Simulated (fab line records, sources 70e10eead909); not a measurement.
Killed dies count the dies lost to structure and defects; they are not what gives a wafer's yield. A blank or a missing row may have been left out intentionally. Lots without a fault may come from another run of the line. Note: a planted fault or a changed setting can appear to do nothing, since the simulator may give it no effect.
Which tool is to blame? ; flow nand harc ; 12 lots, 36 wafers sampled, at 5 steps of a route of 1159

## WHAT THE GAUGES SHOWED, per wafer
NHARC_A_BONDPAD_THK_MEAS_20: measures by xrf. Usual: 169.4 nm for thk nm, sd 1.4.
lot;measured;on;thk nm (nm);flag
L618;day 18 07:07;film metro-01;168.2 171.1 169.1;
L617;day 18 07:40;film metro-02;169.5 168.2 168.1;
L619;day 18 08:00;film metro-01;167.4 167.0 167.5;
L620;day 18 08:36;film metro-02;165.9 167.0 168.3;
L621;day 18 17:47;film metro-01;171.5 170.9 170.2;
L630;day 21 09:50;film metro-01;172.2 172.2 170.0;
L629;day 22 05:35;film metro-02;170.3 169.8 170.6;
L632;day 22 05:55;film metro-01;170.8 168.8 168.8;
L633;day 22 12:02;film metro-01;170.0 170.9 169.3;
L638;day 23 14:31;film metro-02;169.8 169.9 171.5;
L639;day 23 08:34;film metro-01;170.0 169.5 168.5;
L640;day 24 01:13;film metro-01;169.3 167.7 169.4;

NHARC_END_SORT_01. Usual: defect limited yield 95.6 %, standard deviation 1.6; killed at array 26, standard deviation 11; killed at other 0.4, standard deviation 0.78; killed at periphery 3.4, standard deviation 2.4; killed dies 29, standard deviation 11; killed open 3.1, standard deviation 1.9; killed short 1.9, standard deviation 1.4; sort_bin_2_pct 1.3 %, standard deviation 0.63; sort_bin_3_pct 0.20 %, standard deviation 0.18; sort_bin_4_pct 2.8 %, standard deviation 1.1; sort n pass 648, standard deviation 11; sort rim yield pct 95 %, standard deviation 3.4; sort yield pct 95.6 %, standard deviation 1.6.
lot;measured;on;defect limited yield (%);killed at array;killed at other;killed at periphery;killed dies;killed open;killed short;sort_bin_2_pct (%);sort_bin_3_pct (%);sort_bin_4_pct (%);sort n pass;sort rim yield pct (%);sort yield pct (%);flag
L620;day 23 00:46;prober-01;96.9 97.5 96.9;16 14 17;0 0 0;5 3 4;21 17 21;2 2 8;7 3 1;1.0 0.6 0.9;0.30 0.15 0.15;1.8 1.8 2.1;656 660 656;99 100 94;96.9 97.5 96.9;
L630;day 24 08:00;prober-01;94.8 93.2 85.2;31 44 31;0 0 2;4 2 67;35 46 100;1 2 1;0 0 1;1.5 2.1 5.9;0.74 0.30 2.22;3.0 4.4 6.6;642 631 577;85 94 96;94.8 93.2 85.2;OFF
L629;day 24 15:58;prober-02;96.6 86.1 86.4;22 21 18;0 1 1;1 72 73;23 94 92;3 4 8;4 0 1;0.4 5.9 5.5;0.15 2.22 2.22;2.8 5.8 5.9;654 583 585;93 92 93;96.6 86.1 86.4;OFF
L640;day 26 06:52;prober-01;97.3 96.5 95.1;15 15 20;0 1 0;3 8 13;18 24 33;4 3 3;0 3 7;0.6 0.4 2.1;0.15 0.15 0.44;1.9 3.0 2.4;659 653 644;93 95 93;97.3 96.5 95.1;

## TOOL THAT RAN EACH LOT (tool first, then ch and the chambers of the sampled wafers, then the start)
lot;NHARC_P_BONDPAD_PVD_27;NHARC_THIN_TSV_DESCUM_35;NHARC_THIN_TSV_ETCH_36
L618;pvd sputter-03, day 6 13:49;rie diel-10 ch 1,2, day 21 22:09;rie metal-01 ch 0,1, day 21 22:32
L617;pvd sputter-01, day 6 14:03;rie diel-12 ch 0,1,3, day 21 23:52;rie metal-02 ch 0,1, day 22 00:14
L619;pvd sputter-01, day 7 00:09;rie diel-12 ch 0,2,3, day 22 03:21;rie metal-03 ch 0,1, day 22 03:44
L620;pvd sputter-01, day 7 01:10;rie diel-10 ch 1,2, day 22 04:56;rie metal-02 ch 0,1, day 22 05:18
L621;pvd sputter-03, day 7 10:47;rie diel-10 ch 1,2, day 22 06:36;rie metal-02 ch 0,1, day 22 07:01
L630;pvd sputter-01, day 9 11:51;rie diel-10 ch 2,3, day 22 10:52;rie metal-03 ch 0,1, day 22 11:14
L629;pvd sputter-01, day 9 18:59;rie diel-12 ch 0,1,2, day 23 01:49;rie metal-02 ch 0,1, day 23 02:11
L632;pvd sputter-03, day 10 03:27;rie diel-10 ch 0,2, day 23 00:42;rie metal-02 ch 0,1, day 23 01:04
L633;pvd sputter-03, day 10 15:21;rie diel-12 ch 0,1,3, day 23 06:48;rie metal-02 ch 0,1, day 23 07:11
L638;pvd sputter-03, day 11 10:37;rie diel-09 ch 2,3, day 24 13:04;rie metal-01 ch 0,1, day 24 13:27
L639;pvd sputter-03, day 11 23:50;rie diel-10 ch 0,2, day 24 04:31;rie metal-03 ch 0,1, day 24 04:54
L640;pvd sputter-02, day 12 10:01;rie diel-09 ch 1,2, day 24 20:07;rie metal-03 ch 0,1, day 24 20:31
- NHARC_P_BONDPAD_PVD_27: deposits Cu, target thk 30 nm, time 20.49 s.
- NHARC_THIN_TSV_DESCUM_35: chemistry O2, time 3 s.
- NHARC_THIN_TSV_ETCH_36: etches the open film in Cl2/BCl3, target depth 65 nm, time 18.571 s.

## AS READ BY THE TOOLS THEMSELVES (means over the sampled wafers that have a number; for cases with no such wafer, the mark the record gives instead)
NHARC_P_BONDPAD_PVD_27. Usual: cathode dc power W 5000.0 W, standard deviation 0.92; throttle valve pct 29.9 %, standard deviation 1.1.
lot;tool;cathode dc power W (W);throttle valve pct (%);flag
L618;pvd sputter-03;5000.0;29.1;
L617;pvd sputter-01;5000.5;30.8;
L619;pvd sputter-01;4999.5;30.1;
L620;pvd sputter-01;4999.9;30.6;
L621;pvd sputter-03;4999.6;28.4;
L630;pvd sputter-01;4999.2;30.2;
L629;pvd sputter-01;5000.2;30.0;
L632;pvd sputter-03;5000.4;29.2;
L633;pvd sputter-03;4999.8;29.6;
L638;pvd sputter-03;4999.3;28.5;
L639;pvd sputter-03;4999.8;29.0;
L640;pvd sputter-02;4999.6;29.8;

NHARC_THIN_TSV_DESCUM_35. Usual: drypump motor current A 6.1 A, standard deviation 0.47; oes product au 0.996 a.u., standard deviation 0.0092; rf vpp V 57.7 V, standard deviation 0.9; showerhead plenum p Torr 1.90 Torr, standard deviation 0.091; throttle valve pct 11.310 %, standard deviation 0.0092.
lot;tool;drypump motor current A (A);oes product au (a.u.);rf vpp V (V);showerhead plenum p Torr (Torr);throttle valve pct (%);flag
L618;rie diel-10;6.2;0.993;57.5;1.95;11.305;
L617;rie diel-12;6.0;0.988;57.3;1.86;11.313;
L619;rie diel-12;6.0;0.990;57.3;1.85;11.304;
L620;rie diel-10;6.2;1.000;58.0;1.95;11.312;
L621;rie diel-10;6.2;1.000;57.5;1.95;11.302;
L630;rie diel-10;6.3;1.002;56.9;1.96;11.308;
L629;rie diel-12;6.3;0.992;58.0;1.89;11.302;
L632;rie diel-10;6.5;1.001;57.5;2.03;11.310;
L633;rie diel-12;6.0;0.999;57.5;1.86;11.315;
L638;rie diel-09;5.8;1.008;58.4;1.89;11.303;
L639;rie diel-10;6.5;0.998;57.4;2.03;11.307;
L640;rie diel-09;5.5;1.000;58.0;1.88;11.315;

NHARC_THIN_TSV_ETCH_36. Usual: drypump motor current A 5.54 A, standard deviation 0.27; oes product au 1.002 a.u., standard deviation 0.0097.
lot;tool;drypump motor current A (A);oes product au (a.u.);flag
L618;rie metal-01;5.97;1.006;
L617;rie metal-02;5.51;0.992;
L619;rie metal-03;5.31;1.003;
L620;rie metal-02;5.69;0.998;
L621;rie metal-02;5.72;1.003;
L630;rie metal-03;5.39;1.007;
L629;rie metal-02;5.53;0.992;
L632;rie metal-02;5.69;0.996;
L633;rie metal-02;5.50;1.004;
L638;rie metal-01;5.94;1.006;
L639;rie metal-03;5.33;1.018;
L640;rie metal-03;5.31;1.005;

## THE ANSWER, worked out from the rows above alone
Rule: lot off if the mean of its wafers having a number is beyond 3 standard deviations from the usual mean. A lot without any number at a reading at which 4 lots or more have one is off too. Where the step has rows for the other lots, those lots are counted as sound. After the gauges, taken in route order, come the tools' own readings; for these a lot's mean is taken, as printed above. The first step at which some lot is off is used, and at that step the reading that is off furthest; a lot without a number counts as furthest.
Off: L630, L629, at NHARC_END_SORT_01 (killed at periphery). Neither off nor sound, because the step has no rows for them: L618, L617, L619, L621, L632, L633, L638, L639.
A tool fits if, at a process step before that reading, it ran every lot that is off, and no sound lot after the first of them. Gauges at NHARC_END_SORT_01: tried the same way as those tools. One candidate fits, namely pvd sputter-01 at NHARC_P_BONDPAD_PVD_27. Its last sound lot is L620 (day 7 01:10), its first lot that is off L630 (day 9 11:51): a fault that began between those two fits.

## WHAT HAD BEEN PUT IN BY THE SIMULATOR
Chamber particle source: pvd sputter-01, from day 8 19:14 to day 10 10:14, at NHARC_P_BONDPAD_PVD_27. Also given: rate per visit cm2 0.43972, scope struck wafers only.
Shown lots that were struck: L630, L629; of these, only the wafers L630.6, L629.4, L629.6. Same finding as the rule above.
